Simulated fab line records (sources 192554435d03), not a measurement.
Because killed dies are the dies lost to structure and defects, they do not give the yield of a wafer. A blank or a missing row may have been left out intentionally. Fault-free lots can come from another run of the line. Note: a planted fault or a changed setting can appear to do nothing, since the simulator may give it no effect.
Chamber matching | flow n5_finfet | 4 sister chambers for N5_BEOL_M2_STRIP_19 on rie_diel-02
The step strips in O2. 18 wafers are shown with their chamber, then 8 later ones without.

== WAFERS PAIRED WITH THEIR CHAMBERS ==
wafer  | chamber | showerhead_plenum_p_Torr (Torr) | drypump_motor_current_A (A) | throttle_valve_pct (%)
L077.3 | 1       | 2.16                            | 5.0                         | 16.42
L077.4 | 3       | 2.13                            | 5.4                         | 16.49
L081.1 | 3       | 2.13                            | 5.4                         | 16.50
L081.2 | 0       | 1.99                            | 5.7                         | 16.68
L081.5 | 0       | 1.99                            | 5.7                         | 16.68
L083.1 | 1       | 2.15                            | 5.0                         | 16.44
L083.2 | 3       | 2.13                            | 5.4                         | 16.50
L083.5 | 3       | 2.13                            | 5.4                         | 16.50
L086.1 | 0       | 1.99                            | 5.6                         | 16.74
L086.2 | 1       | 2.15                            | 4.9                         | 16.45
L086.4 | 2       | 2.15                            | 5.9                         | 16.81
L084.1 | 3       | 2.12                            | 5.4                         | 16.53
L084.5 | 0       | 1.98                            | 5.7                         | 16.72
L084.6 | 3       | 2.12                            | 5.4                         | 16.52
L092.2 | 1       | 2.14                            | 5.0                         | 16.47
L092.5 | 0       | 1.98                            | 5.7                         | 16.76
L092.6 | 3       | 2.12                            | 5.4                         | 16.55
L094.4 | 0       | 1.98                            | 5.6                         | 16.75

SIGNATURES (means of the wafers above)
reading                  | chamber 0 | chamber 1 | chamber 2 | chamber 3 | scatter within a chamber
showerhead_plenum_p_Torr | 1.9850    | 2.1500    | 2.1500    | 2.1257    | 0.0061
drypump_motor_current_A  | 5.667     | 4.975     | 5.900     | 5.400     | 0.0386
throttle_valve_pct       | 16.7217   | 16.4450   | 16.8100   | 16.5129   | 0.0269
Rule: a wafer's distance from a chamber is the root of the sum, over the readings, of the square of ((its reading less the chamber's mean) divided by the reading's scatter). If the next closest chamber is less than 2 further off than the closest, the wafer can't be placed; otherwise it belongs to the closest. How the scatter is found: for the shown wafers, subtract from each reading the mean of its chamber, square and add these, divide the total by (wafers less chambers), then take the root.

== WAFERS WHOSE CHAMBER IS MISSING ==
wafer  | showerhead_plenum_p_Torr (Torr) | drypump_motor_current_A (A) | throttle_valve_pct (%)
L094.5 | 2.14                            | 5.9                         | 16.84
L094.6 | 2.12                            | 5.4                         | 16.54
L095.2 | 2.12                            | 5.4                         | 16.56
L095.4 | 1.98                            | 5.7                         | 16.75
L095.5 | 2.12                            | 5.4                         | 16.54
L097.4 | 2.14                            | 5.9                         | 16.86
L097.5 | 2.12                            | 5.4                         | 16.55
L097.6 | 1.98                            | 5.6                         | 16.75

== CHAMBER TAKEN BY EACH ==
wafer  | from the rows above | in truth
L094.5 | 2                   | 2
L094.6 | 3                   | 3
L095.2 | 3                   | 3
L095.4 | 0                   | 0
L095.5 | 3                   | 3
L097.4 | 2                   | 2
L097.5 | 3                   | 3
L097.6 | 0                   | 0
Correctly placed: 8 of 8. Left unplaced by these rows: 0. Placed wrongly: 0.
